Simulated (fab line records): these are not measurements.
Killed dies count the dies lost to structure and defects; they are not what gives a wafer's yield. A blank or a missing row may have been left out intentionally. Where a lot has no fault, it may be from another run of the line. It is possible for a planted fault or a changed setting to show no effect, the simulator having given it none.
Split-lot study | flow n5 finfet | 7 lots, 16 wafers read, on a route of 1938 steps

ON THE SPLIT
At N5_BEOL_M5_SPUTTER_48 (material Cu, target thk 15 nm, time 27.62 s), the setting time s was moved away from the recipe's 27.62 s on 2 of the 16 wafers read, by -15.0% to +9.1%. The other wafers ran this setting at the recipe's value.

The reading is taken at the split's own step.

THE READING
Cu_of_BEOL_M5_SPUTTER_48.thk nm (the simulator's own value, which no gauge read), in nm, at N5_BEOL_M5_SPUTTER_48 (material Cu, target thk 15 nm, time 27.62 s). There is no usual value for it anywhere in the file. Average 15.1 nm, standard deviation 0.1 nm, over the 14 wafers here run with the recipe.

wafer  | tool, chamber at the split | time s as run, s | against the recipe | Cu_of_BEOL_M5_SPUTTER_48.thk nm, nm | against lot-mates on the recipe
L074.1 | pvd sputter-03, -          | 27.62            | recipe             | 15                                  | -
L074.5 | pvd sputter-03, -          | 27.62            | recipe             | 15                                  | -
L074.2 | pvd sputter-03, -          | 23.49            | -15.0%             | 12.8                                | -2.2
L075.2 | pvd sputter-01, -          | 27.62            | recipe             | 15                                  | -
L078.1 | pvd sputter-01, -          | 27.62            | recipe             | 15.2                                | -
L078.4 | pvd sputter-01, -          | 27.62            | recipe             | 15.2                                | -
L083.5 | pvd sputter-01, -          | 27.62            | recipe             | 15.2                                | -
L083.6 | pvd sputter-01, -          | 27.62            | recipe             | 15.2                                | -
L094.1 | pvd sputter-02, -          | 27.62            | recipe             | 15.2                                | -
L094.3 | pvd sputter-02, -          | 27.62            | recipe             | 15.2                                | -
L094.2 | pvd sputter-02, -          | 27.62            | recipe             | 15                                  | -
L096.2 | pvd sputter-03, -          | 30.13            | +9.1%              | 16.4                                | +1.4
L096.4 | pvd sputter-03, -          | 27.62            | recipe             | 15                                  | -
L097.3 | pvd sputter-03, -          | 27.62            | recipe             | 15                                  | -
L097.4 | pvd sputter-03, -          | 27.62            | recipe             | 15                                  | -
L097.5 | pvd sputter-03, -          | 27.62            | recipe             | 15.2                                | -

FIT RESULTS
A straight line over all 16 wafers: Cu_of_BEOL_M5_SPUTTER_48.thk nm changes by +0.151 nm for each +1% of time s; r = +0.99; the points scatter about the line by 0.1 nm.
The same after taking each lot's own level away (the mean of its wafers on the recipe; 16 wafers): +0.149 nm for each +1%; r = +1.00; scatter 0.063 nm.
The reading moves by 2.2 nm for the largest change in time s, on that fit.
From 15.00 to 15.20 nm: that is the span of the lots' own levels, equal to 2.0 times the standard deviation above.
Hence the lot-to-lot level has little effect on the slope; both slopes agree.
Check: for one of the wafers moved furthest among these (-15.0%), held out of the fit, the line's prediction against its lot-mates is -2.3 nm. It came out at -2.2 nm against them.

THE OTHER SPLITS THESE WAFERS WENT THROUGH
These wafers also went through other splits before the reading. Each is held against what the fit with the lots' levels taken away leaves over:
other split on the same wafers | wafers away from the commonest value | r with Cu_of_BEOL_M5_SPUTTER_48.thk nm (lot level and that fit taken away)
N5_BEOL_M4_COAT_67 spin rpm    | 5                                    | -0.25
N5_BEOL_M5_COAT_22 spin rpm    | 3                                    | -0.26
N5_BEOL_M5_EXPOSE_25 dose mj   | 5                                    | -0.26

FILE'S OWN FIT
Cu_of_BEOL_M5_SPUTTER_48.thk nm changes by +0.149 nm for each +1% of time s, r = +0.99.
